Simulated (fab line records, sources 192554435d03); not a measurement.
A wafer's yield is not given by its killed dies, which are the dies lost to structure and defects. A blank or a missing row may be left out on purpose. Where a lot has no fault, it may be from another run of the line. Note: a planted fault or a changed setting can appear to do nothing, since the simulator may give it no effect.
Chamber matching :: flow n5_finfet :: rie_diel-01 running N5_BEOL_M10_ETCH_62: 4 sister chambers
The step etches SOC in N2/H2, target depth 110 nm, overetch 22 nm, time 165 s. 4 wafers are shown with their chamber, then 8 later ones without.

EACH WAFER AND ITS CHAMBER
wafer: L077.5
chamber: 3
oes_product_au (a.u.): 0.57

wafer: L083.4
chamber: 0
oes_product_au (a.u.): 0.69

wafer: L083.6
chamber: 1
oes_product_au (a.u.): 0.68

wafer: L084.2
chamber: 2
oes_product_au (a.u.): 0.72

WAFERS MISSING THEIR CHAMBER
wafer: L084.4
oes_product_au (a.u.): 0.69

wafer: L084.6
oes_product_au (a.u.): 0.72

wafer: L089.4
oes_product_au (a.u.): 0.72

wafer: L089.5
oes_product_au (a.u.): 0.71

wafer: L089.6
oes_product_au (a.u.): 0.80

wafer: L090.1
oes_product_au (a.u.): 0.79

wafer: L090.2
oes_product_au (a.u.): 0.71

wafer: L090.3
oes_product_au (a.u.): 0.68

EACH ONE'S CHAMBER
wafer: L084.4
from the rows above: can't be placed: 0 or 1 or 2
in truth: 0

wafer: L084.6
from the rows above: can't be placed: 2 or 0 or 1
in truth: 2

wafer: L089.4
from the rows above: can't be placed: 2 or 0 or 1
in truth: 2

wafer: L089.5
from the rows above: can't be placed: 2 or 0 or 1
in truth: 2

wafer: L089.6
from the rows above: can't be placed: 2 or 0 or 1
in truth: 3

wafer: L090.1
from the rows above: can't be placed: 2 or 0 or 1
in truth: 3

wafer: L090.2
from the rows above: can't be placed: 2 or 0 or 1
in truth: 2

wafer: L090.3
from the rows above: can't be placed: 1 or 0 or 2
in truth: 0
Correctly placed: 0 of 8. From these rows, 8 cannot be placed; in 6 the true chamber is one of the candidates. Wrongly placed: 0.
How it was worked out, from the rows above alone: a wafer's distance from a chamber is the root of the sum, over the readings, of the square of ((its reading less the chamber's mean) divided by the reading's scatter). The wafer belongs to the nearest chamber; if the next one is less than 2 further off, it can't be placed. For every chamber, the mean is computed from those of its wafers that are shown. The scatter (one wafer shown for each chamber): square how far every hidden wafer sits from the nearest shown wafer, average those squares and take the square root.
